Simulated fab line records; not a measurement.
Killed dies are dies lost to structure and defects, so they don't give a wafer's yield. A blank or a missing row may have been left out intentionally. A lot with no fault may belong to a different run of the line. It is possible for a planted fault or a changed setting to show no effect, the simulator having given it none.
fab line records | flow n5Finfet | part 2 of 2: steps 25 to 33 of 33
record: lots: 5 wafers: 15 lastDay: 18
route steps=1938 shown BEOL_M14@1755 BEOL_M15@1773
lots that met no fault: from a run of the same line without faults
startH: the number of hours between the record's first day and the start of the first shown wafer of the lot | waitH: hours elapsed since this lot's preceding step | " as in the row above | L1.1+2: several wafers, shown together as one row | - value missing, or start not given | * or withheld: withheld | < > ~ a bound
route shown NAME@n: NAME is a module with steps in the file, n the number in the route of the first one | usual: the fault-free wafers' mean and standard deviation | same: alike in all rows | chamber/n: place in a boat | sites: per-site readings | _std_site: standard deviation of those values | _edge_site: inner sites' mean taken away from outer sites' mean | radiusMm: for every site, how far away it sits from the centre of the wafer | mask NAME#n: copy n | behind: tool/chamber where the wafer was last shaped | hold: what put the lot on hold/how long, in hours/how the hold closed | device: whichever transistor did not switch (one of n, p or np) | end of line: the tests these same wafers got at the end of their route | for a step that has no rows: nothing shown but its recipe | killed: the dies lost at the first sort to structure and to defects; this is not the yield of the wafer | map: per-die view of a wafer (x killed, . not killed, _ where there is no die)
set.NAME: the run value of the setting; set.NAME@STEP: its run value at that earlier step | model.NAME: the simulator's own value behind a step, which no gauge read
lots at some steps of the route; a table a step, a row a wafer
services: when a tool's chamber went out of use (startH, in hours from the record's first day, below 0 if earlier), for how many hours, and the reason
== steps ==
step: N5_BEOL_M15_EXPOSE_07
recipe: maskId: V14 na: 0.8 sourceShape: annular sigmaInner: 0.5 sigmaOuter: 0.8 polarization: unpolarized attpsmPhaseDeg: 180 doseMj: 41.25
usual: focusOffsetNm: 0.1/0.51
columns lot.wafer tool chamber startH waitH mask focusOffsetNm
L078.1 krfScanner-02 0 278.28 - V14#0 0.0
L078.2 " 0 " " V14#0 0.3
L078.3 " 0 " " V14#0 0.5
L080.2 krfScanner-01 0 290.19 - V14#0 0.4
L080.5 " 0 " " V14#0 0.0
L080.6 " 0 " " V14#0 0.0
L090.1 krfScanner-02 0 347.78 - V14#0 0.6
L090.4 " 0 " " V14#0 -0.5
L090.6 " 0 " " V14#0 0.6
L087.1 krfScanner-02 0 348.06 - V14#0 0.4
L087.4 " 0 " " V14#0 0.9
L087.6 " 0 " " V14#0 0.8
L095.1 krfScanner-02 0 401.69 - V14#0 0.2
L095.3 " 0 " " V14#0 -0.1
L095.5 " 0 " " V14#0 -0.2
step: N5_BEOL_M15_PEB_08
recipe: pebTempC: 130 pebTimeS: 90
usual: heaterPowerTotalW: 172.5/0.76
columns lot.wafer tool chamber startH waitH heaterPowerTotalW
L078.1 lithoTrack-05 0 278.34 0.1 172.1
L078.2 " 0 " " 172.0
L078.3 " 0 " " 173.3
L080.2 lithoTrack-04 0 290.25 0.0 172.7
L080.5 " 0 " " 172.3
L080.6 " 0 " " 172.7
L090.1 lithoTrack-04 0 347.83 0.1 173.6
L090.4 " 0 " " 171.3
L090.6 " 0 " " 171.3
L087.1 lithoTrack-04 0 348.11 0.1 173.7
L087.4 " 0 " " 171.5
L087.6 " 0 " " 173.8
L095.1 lithoTrack-04 0 401.74 0.1 173.8
L095.3 " 0 " " 172.2
L095.5 " 0 " " 172.4
step: N5_BEOL_M15_DEVELOP_09
recipe: developTimeS: 45 rinseLiquid: diw dry: airSpin devTempC: 21
columns lot.wafer tool chamber startH waitH
L078.1+2+3 lithoTrack-05 0 - -
L080.2+5+6 lithoTrack-04 0 - -
L090.1+4+6 lithoTrack-04 0 - -
L087.1+4+6 lithoTrack-04 0 - -
L095.1+3+5 lithoTrack-04 0 - -
step: N5_BEOL_M15_HARDBAKE_14
recipe: tempC: 130 timeS: 120
usual: heaterPowerTotalW: 148.1/0.87
columns lot.wafer tool chamber startH waitH heaterPowerTotalW
L078.1 lithoTrack-05 0 - - 146.2
L078.2 " 0 " " 147.9
L078.3 " 0 " " 149.1
L080.2 lithoTrack-04 0 - - 149.2
L080.5 " 0 " " 147.7
L080.6 " 0 " " 147.6
L090.1 lithoTrack-04 0 - - 149.2
L090.4 " 0 " " 147.8
L090.6 " 0 " " 148.7
L087.1 lithoTrack-04 0 - - 148.1
L087.4 " 0 " " 147.0
L087.6 " 0 " " 148.9
L095.1 lithoTrack-04 0 - - 147.7
L095.3 " 0 " " 148.5
L095.5 " 0 " " 148.5
step: N5_BEOL_M15_CD_MEAS_10
recipe: targetCdNm: 360 landingEnergyEv: 500 detector: seInlens polarity: opening
usual: cdNm: 360.4/1.2
columns lot.wafer tool chamber startH waitH cdNm
L078.1 cdSem-02 0 278.45 - 361.2
L078.2 " 0 " " 359.7
L078.3 " 0 " " 361.7
L080.2 cdSem-02 0 290.36 - 361.6
L080.5 " 0 " " 360.8
L080.6 " 0 " " 358.8
L090.1 cdSem-01 0 347.95 - 359.4
L090.4 " 0 " " 358.9
L090.6 " 0 " " 360.9
L087.1 cdSem-02 0 348.23 - 360.7
L087.4 " 0 " " 358.5
L087.6 " 0 " " 359.8
L095.1 cdSem-01 0 401.86 - 361.7
L095.3 " 0 " " 362.0
L095.5 " 0 " " 363.1
step: N5_BEOL_M15_OVL_MEAS_11
recipe: pointsPerWafer: 44
usual: V14_OVL: 3/4.9
columns lot.wafer tool chamber startH waitH V14_OVL[nm]
L078.1 overlay-02 0 278.48 0.0 3
L078.2 " 0 " " 10
L078.3 " 0 " " 6
L080.2 overlay-01 0 290.41 0.0 4
L080.5 " 0 " " 6
L080.6 " 0 " " 2
L090.1 overlay-01 0 347.98 0.0 4
L090.4 " 0 " " 1
L090.6 " 0 " " 4
L087.1 overlay-02 0 348.26 0.0 -2
L087.4 " 0 " " 4
L087.6 " 0 " " 6
L095.1 overlay-02 0 401.89 0.0 -2
L095.3 " 0 " " 1
L095.5 " 0 " " 6
step: N5_BEOL_M15_INSPECT_12
recipe: mode: adi inspectInstrument: macro
usual: rawDefectCount: 2.0/1.4
columns lot.wafer tool chamber startH waitH rawDefectCount
L078.1 defectInspect-01 - 278.50 0.0 3
L078.2 " - " " 2
L078.3 " - " " 0
L080.2 defectInspect-02 - 290.44 0.0 1
L080.5 " - " " 1
L080.6 " - " " 0
L090.1 defectInspect-02 - 348.00 0.0 3
L090.4 " - " " 3
L090.6 " - " " 2
L087.1 defectInspect-02 - 348.28 0.0 6
L087.4 " - " " 5
L087.6 " - " " 1
L095.1 defectInspect-01 - 401.91 0.0 1
L095.3 " - " " 2
L095.5 " - " " 1
step: N5_BEOL_M15_DESCUM_15
recipe: chemistry: O2 timeS: 7.9 sourcePowerW: 50 biasPowerW: 20 pressureMtorr: 20 rfFrequencyHz: 2.712e+07 tempC: 40 o2FlowSccm: 225
usual: drypumpMotorCurrentA: 5.9/0.35 oesProductAu: 0.80/0.083 rfVppV: 243.3/1 showerheadPlenumPTorr: 2.10/0.04 throttleValvePct: 20.42/0.24
columns lot.wafer tool chamber startH waitH drypumpMotorCurrentA oesProductAu rfHoursCounterH rfVppV showerheadPlenumPTorr throttleValvePct
L078.1 rieDiel-05 1 278.54 0.0 5.9 0.84 64 245.4 2.12 20.06
L078.2 " 3 " " 6.0 0.68 249 244.6 2.15 20.49
L078.3 " 2 " " 5.5 0.80 90 243.5 2.12 20.41
L080.2 rieDiel-01 0 290.57 0.1 6.3 0.92 24 243.2 2.14 20.01
L080.5 " 1 " " 5.9 0.93 - 242.2 2.05 20.11
L080.6 " 0 " " 6.3 0.92 - 243.2 2.14 20.00
L090.1 rieDiel-05 2 348.04 0.0 5.5 0.77 112 242.8 2.11 20.46
L090.4 " 1 " " 5.9 0.82 85 242.6 2.11 20.09
L090.6 " 0 " " 6.0 0.81 - 242.1 2.12 20.66
L087.1 rieDiel-01 0 348.32 0.0 6.3 0.88 39 243.3 2.13 20.05
L087.4 " 3 " " 5.8 0.74 167 241.8 2.00 20.74
L087.6 " 2 " " 5.5 0.96 - 242.6 2.14 20.40
L095.1 rieDiel-02 0 401.95 0.0 5.4 0.73 150 242.5 2.08 20.43
L095.3 " 1 " " 6.4 0.70 245 242.3 2.05 20.74
L095.5 " 2 " " 6.3 0.85 - 244.1 2.11 20.53
step: N5_BEOL_M15_ETCH_59
recipe: chemistry: N2/H2 target: BARC targetDepthA: 890 overetchA: 267 timeS: 67.9 ionEnergyEv: 200 pressureMtorr: 30 sourceW: 840 biasW: 150 n2FlowSccm: 200 h2FlowSccm: 200
usual: drypumpMotorCurrentA: 5.9/0.35 oesProductAu: 0.68/0.07 rfVppV: 524.2/1.4 showerheadPlenumPTorr: 2.55/0.045 throttleValvePct: 17.88/0.28
columns lot.wafer tool chamber startH waitH drypumpMotorCurrentA oesProductAu rfHoursCounterH rfVppV showerheadPlenumPTorr throttleValvePct
L078.1 rieDiel-05 1 278.57 0.0 5.9 0.72 64 524.5 2.57 17.47
L078.2 " 3 " " 6.0 0.59 249 526.2 2.62 18.00
L078.3 " 2 " " 5.5 0.68 90 523.8 2.57 17.84
L080.2 rieDiel-01 0 290.61 0.0 6.3 0.78 24 525.4 2.59 17.40
L080.5 " 1 " " 6.0 0.80 - 522.9 2.50 17.54
L080.6 " 0 " " 6.4 0.78 - 526.5 2.59 17.39
L090.1 rieDiel-05 2 348.07 0.0 5.5 0.65 112 525.0 2.56 17.86
L090.4 " 1 " " 5.9 0.70 85 524.6 2.56 17.49
L090.6 " 0 " " 6.1 0.69 - 525.0 2.57 18.05
L087.1 rieDiel-01 0 348.35 0.0 6.3 0.76 39 525.7 2.58 17.41
L087.4 " 3 " " 5.8 0.64 167 520.7 2.44 18.24
L087.6 " 2 " " 5.5 0.82 - 525.2 2.60 17.84
L095.1 rieDiel-02 0 401.98 0.0 5.5 0.63 150 524.0 2.55 17.95
L095.3 " 1 " " 6.3 0.58 245 521.4 2.50 18.34
L095.5 " 2 " " 6.3 0.70 - 524.6 2.57 17.86
== services ==
columns tool chamber startH hours kind
pecvd-02 0 253.33 6.3 repair
pecvd-04 0 254.36 4.9 repair
krfScanner-02 - 273.65 1.0 pm
krfScanner-02 - 304.87 2.9 repair
krfScanner-02 - 308.92 1.3 pm
pecvd-01 - 310.45 1.7 repair
rieDiel-01 0 311.36 5.4 repair
pecvd-02 - 316.35 6.0 pm
krfScanner-02 - 332.42 0.4 repair
pvdSputter-02 - 335.43 2.0 repair
rieDiel-01 - 338.55 0.3 repair
rieDiel-06 0 338.64 15.8 repair
pecvd-02 1 339.08 4.0 repair
pecvd-01 0 341.60 23.7 repair
pecvd-02 1 355.91 9.4 repair
krfScanner-02 - 374.04 3.6 pm
rieDiel-04 1 374.84 12.1 repair
rieDiel-05 - 374.94 0.4 repair
rieDiel-01 1 377.45 5.0 repair
rieDiel-01 3 382.03 6.1 repair
rieDiel-05 - 385.19 14.6 pm
pvdSputter-01 - 386.04 5.3 repair
rieDiel-04 2 388.69 8.6 repair
rieDiel-01 2 400.15 2.8 repair
